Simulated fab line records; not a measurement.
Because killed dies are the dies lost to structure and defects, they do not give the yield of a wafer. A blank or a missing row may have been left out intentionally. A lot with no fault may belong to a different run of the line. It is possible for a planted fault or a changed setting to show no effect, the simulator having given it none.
Chamber matching -- flow n5Finfet -- 4 sister chambers for N5_BEOL_M8_STRIP_67 on rieDiel-06
The step strips in CF4. 4 wafers are shown with their chamber, then 9 later ones without.

## WAFERS, EACH WITH ITS CHAMBER
wafer,chamber,showerheadPlenumPTorr (Torr)
L081.1,2,1.75
L081.2,1,1.76
L091.5,0,1.85
L091.6,3,1.84

## WAFERS WITHOUT THEIR CHAMBER
wafer,showerheadPlenumPTorr (Torr)
L090.1,1.85
L090.3,1.84
L090.5,1.75
L092.1,1.74
L092.2,1.84
L092.3,1.85
L096.2,1.85
L096.4,1.84
L096.6,1.76

## WHICH CHAMBER EACH WENT THROUGH
wafer,from the rows above,in truth
L090.1,0,0
L090.3,3,3
L090.5,2,2
L092.1,2,2
L092.2,3,3
L092.3,0,0
L096.2,0,0
L096.4,3,3
L096.6,1,1
Correctly placed: 9 of 9. Number that these rows cannot place: 0. Number placed wrongly: 0.
How it was worked out, from the rows above alone: a wafer's distance from a chamber is the root of the sum, over the readings, of the square of ((its reading less the chamber's mean) divided by the reading's scatter). If the next closest chamber is less than 2 further off than the closest, the wafer can't be placed; otherwise it belongs to the closest. For every chamber, the mean is computed from those of its wafers that are shown. The scatter: root of mean squared gap, hidden wafer to nearest shown wafer, with one shown wafer a chamber.
